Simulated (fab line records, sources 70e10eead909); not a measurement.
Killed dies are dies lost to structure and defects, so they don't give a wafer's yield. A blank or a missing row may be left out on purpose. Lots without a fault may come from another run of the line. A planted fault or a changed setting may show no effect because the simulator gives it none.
A struck lot beside a sound one | flow nand_harc | 37 steps out of a route of 1159
Sound: wafers L753.1, L753.2, L753.4. Struck: wafers L741.2, L741.3, L741.6. The cause comes at the end.
At each step with rows: each side's tool, then ch and its chambers, then its first start. Under that, the readings that differ: sound wafers | struck wafers | difference of the means | sigmas: that difference in standard deviations of wafers without a fault.
alike: readings whose means differ by less than 2 such deviations, and words and numbers that are the same on both sides. not compared: withheld readings, readings that some wafer has no value for, bounds like >300 that may hide the same value, and numbers for which the record gives no deviation and whose values overlap.
The two part at a step that has a row with sigmas, a row that says differs or no value, or rows on one side only. Numbers that don't overlap but have no deviation are shown without sigmas and don't part them. A reading that every wafer of one side lacks parts them only if that side has two wafers or more.

NHARC_A_STAIRCASE_ALD_415: deposits SiO2, target thk 30 nm, pulse time 6 s, ald cycles 300.
  sound on ald_hk-03 ch 0,2,3, day 16 11:50; struck on ald_hk-03 ch 0,1,2, day 13 11:26
  alike: heater_power_w, precursor_pulse_height_rel, susceptor_temp_C
NHARC_A_STAIRCASE_ETCHBACK_416: etches the open film in C4F8/O2/Ar, target depth 36 nm, time 7.2 s.
  sound on rie_diel-07 ch 2,3; struck on rie_diel-06 ch 0,1
  reading      | sound       | struck      | difference | sigmas
  rf_vpp_V (V) | 725 726 727 | 717 720 716 | -8         | -2
  alike: bias_w, oes_product_au
  not compared: rf_hours_counter_h
NHARC_A_STAIRCASE_STRIP_476: strips in O2, time 20 s.
  sound on rie_diel-07 ch 1,2,3, day 16 14:09; struck on rie_diel-06 ch 0,2, day 13 13:23
  alike: drypump_motor_current_A, o2_flow_sccm, oes_product_au, rf_vpp_V, showerhead_plenum_p_Torr, throttle_valve_pct
  not compared: rf_hours_counter_h
then, 8 steps without rows for these wafers: NHARC_A_STAIRCASE_DEP_417 (deposits Si3N4, target thk 60 nm); NHARC_A_STAIRCASE_WET_418 (chemistry H3PO4, target depth 20 nm); NHARC_A_STAIRCASE_PRECLEAN_419 (cleans in SC1); NHARC_A_STAIRCASE_SRD_421; NHARC_A_STAIRCASE_ALD_420 (deposits SiO2, target thk 20 nm, pulse time 6 s, ald cycles 200); NHARC_A_STAIRCASE_CVD_552 (deposits SiNx, target thk 40 nm); NHARC_A_STAIRCASE_DEP_151 (deposits SiO2, target thk 3800 nm); NHARC_A_STAIRCASE_ANNEAL_320 (time 1800 s).
NHARC_A_STAIRCASE_DEP_322: deposits SiO2, target thk 3800 nm.
  sound on pecvd-04 ch 1,2, day 17 07:28; struck on pecvd-01 ch 0,2, day 14 11:46
  alike: heater_power_w, susceptor_temp_C
then, 12 steps without rows for these wafers: NHARC_A_STAIRCASE_ANNEAL_323 (time 1800 s); NHARC_A_STAIRCASE_DEP_325 (deposits SiO2, target thk 3800 nm); NHARC_A_STAIRCASE_ANNEAL_326 (time 1800 s); NHARC_A_STAIRCASE_DEHYDRATE_433 (time 120 s); NHARC_A_STAIRCASE_HMDS_434 (time 30 s); NHARC_A_STAIRCASE_COAT_435; NHARC_A_STAIRCASE_SOFTBAKE_436 (time 170 s); NHARC_A_STAIRCASE_EBR_437; NHARC_A_STAIRCASE_EXPOSE_438 (exposes mask STAIR REV); NHARC_A_STAIRCASE_PEB_439 (peb time 130 s); NHARC_A_STAIRCASE_DEVELOP_440 (time 140 s); NHARC_A_STAIRCASE_HARDBAKE_442 (time 140 s).
NHARC_A_STAIRCASE_DESCUM_443: chemistry O2, time 3 s.
  sound on rie_diel-09 ch 1,2,3, day 18 01:29; struck on rie_diel-06 ch 1,2,3, day 15 07:57
  alike: drypump_motor_current_A, o2_flow_sccm, oes_product_au, rf_vpp_V, showerhead_plenum_p_Torr, throttle_valve_pct
  not compared: rf_hours_counter_h
then, 5 steps without rows for these wafers: NHARC_A_STAIRCASE_ETCH_444 (etches the open film in C4F8/O2, target depth 10200 nm, time 3400 s); NHARC_A_STAIRCASE_STRIP_446 (strips in O2); NHARC_A_STAIRCASE_STRIP_447 (strips in SPM, time 900 s); NHARC_A_STAIRCASE_PRECLEAN_448 (cleans in SC1); NHARC_A_STAIRCASE_SRD_449.
NHARC_A_STAIRCASE_CMP_450: polishes SiO2, target thk 200 nm.
  sound on cmp-01 ch 0,1,2, day 18 04:38; struck on cmp-02 ch 2,3, day 15 11:47
  alike: motor_current_A
then, 5 steps without rows for these wafers: NHARC_A_STAIRCASE_CMP_152 (polishes); NHARC_A_STAIRCASE_SRD_154; NHARC_A_STAIRCASE_ETCH_403 (etches SiO2 in dHF, target depth 108.2 nm); NHARC_A_STAIRCASE_ETCHBACK_422 (etches the open film in CH3F/O2, target depth 40 nm, time 74.286 s); NHARC_A_STAIRCASE_ETCH_423 (etches SiO2 in dHF, target depth 30 nm).
-- the record jumps here: 6 days lie between the struck wafers' starts before and after (it left off in module A_STAIRCASE and takes up again in module END, whose first step shown is number 1159 of the route) --
NHARC_END_SORT_01:
  the record has rows for the struck wafers here (prober-01 ch 0, day 21 23:07) and none for the sound ones

WHERE THEY PART
First at NHARC_A_STAIRCASE_ETCHBACK_416; last, within this record, at NHARC_END_SORT_01.

WHY: what the simulator had put in
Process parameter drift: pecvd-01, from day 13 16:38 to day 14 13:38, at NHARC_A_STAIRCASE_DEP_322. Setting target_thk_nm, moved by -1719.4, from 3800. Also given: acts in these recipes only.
